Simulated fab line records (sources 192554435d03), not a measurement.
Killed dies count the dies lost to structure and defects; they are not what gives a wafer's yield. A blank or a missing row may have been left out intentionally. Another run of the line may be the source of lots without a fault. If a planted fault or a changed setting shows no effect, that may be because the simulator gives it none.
3 desks looking at one fault	flow n5_finfet	what lay behind the numbers comes last; until then each desk has only its own

## AT THE TOOL OWNER'S DESK: rie_diel-02
The tool's own readings at N5_FIN_SAQP_ETCH_34 (etches SiO2 in C4F6/O2, target depth 45 nm, time 15 s): means of the sampled wafers that have a number, for each lot that ran on this tool. The brackets show how far a lot's mean lies from the usual mean; more than 4 standard deviations puts the lot out of limits, marked OUT. Of its 8 readings 7 are shown: those that lie furthest out on some lot.
Columns: A = O2_flow_sccm at N5_FIN_SAQP_ETCH_34, usual 10.00 sccm; B = etch_rf_on_time_s at N5_FIN_SAQP_ETCH_34, usual 15.04 s; C = mfc_ar_sccm at N5_FIN_SAQP_ETCH_34, usual 299.8 sccm; D = oes_product_au at N5_FIN_SAQP_ETCH_34, usual 0.65 a.u.; E = rf_vpp_V at N5_FIN_SAQP_ETCH_34, usual 666 V; F = showerhead_plenum_p_Torr at N5_FIN_SAQP_ETCH_34, usual 2.85 Torr; G = throttle_valve_pct at N5_FIN_SAQP_ETCH_34, usual 21.16 %
lot	first seen here	A	B	C	D	E	F	G
L397	day 3 13:59	10.03	15.13	299.1	0.65	668	2.75	21.04
L398	day 3 20:01	9.96	15.08	300.6	0.66	665	2.82	21.05
L402	day 4 22:10	10.02	14.78	299.0	0.69	668	2.90	21.09
L403	day 5 05:41	10.00	14.90	300.3	0.66	671	2.89	21.03
L404	day 5 10:22	9.99	14.92	300.3	0.67	667	2.97	21.03
Result from this desk: across the 5 lots, nothing is out of limits.

## THE DEFECT DESK
What the inspections along the route counted, lot by lot: means of the sampled wafers that have a number. The brackets show how far a lot's mean lies from the usual mean; more than 4 standard deviations puts the lot out of limits, marked OUT.
Columns: A = raw_defect_count at N5_FIN_SAQP_INSPECT_40, usual 219; B = raw_defect_count at N5_FIN_CUT_INSPECT_10, usual 41; C = raw_defect_count at N5_FIN_CUT_INSPECT_17, usual 228
lot	first seen here	A	B	C
L392	day 2 08:23	333	60	358
L397	day 3 14:28	160	32	168
L398	day 3 20:28	223	42	229
L400	day 4 10:45	256	42	264
L402	day 4 22:38	468 (+4.2) OUT	290 (+23) OUT	454
L403	day 5 06:08	434	273 (+21) OUT	432
L404	day 5 10:50	451	286 (+22) OUT	445
L409	day 6 15:00	222	47	241
L410	day 6 20:05	231	42	247
L411	day 7 03:13	262	49	282
This desk's finding: out of limits on L402, L403, L404; first on L402, day 4 22:38 (raw_defect_count at N5_FIN_SAQP_INSPECT_40). L392, L397, L398, L400, L409, L410, L411 stayed within limits.

## FROM THE METROLOGY DESK
What the gauges read for every lot (on any tool): the sampled wafers with a number, averaged. The brackets show how far a lot's mean lies from the usual mean; more than 4 standard deviations puts the lot out of limits, marked OUT.
Columns: A = trench_depth_nm at N5_FIN_SAQP_OCD_MEAS_76, usual 119.8 nm
lot	first seen here	A
L392	day 2 08:22	119.9
L397	day 3 14:26	120.1
L398	day 3 20:26	120.3
L400	day 4 10:43	120.3
L402	day 4 22:36	120.5
L403	day 5 06:07	121.3
L404	day 5 10:48	118.4
L409	day 6 14:58	120.4
L410	day 6 20:04	120.0
L411	day 7 03:11	119.1
Result from this desk: across the 10 lots, nothing is out of limits.

## TAKEN TOGETHER
The defect desk could have raised an alarm at day 4 22:38, on L402, L403, L404.
The tool owner's desk saw nothing out of limits.
Nothing out of limits was seen by the metrology desk.
Tool owner's desk: L402, L403, L404 on record, inside its limits.
The metrology desk has L402, L403, L404 on record, within its limits.
All the named lots went through N5_FIN_SAQP_ETCH_34 on rie_diel-02.

## WHAT THE SIMULATOR HAD INSERTED
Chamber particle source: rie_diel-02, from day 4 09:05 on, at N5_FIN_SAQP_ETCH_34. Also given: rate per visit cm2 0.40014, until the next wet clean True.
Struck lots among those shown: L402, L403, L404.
Hours from the fault's start to each desk's first reading out of limits: the defect desk, 14.
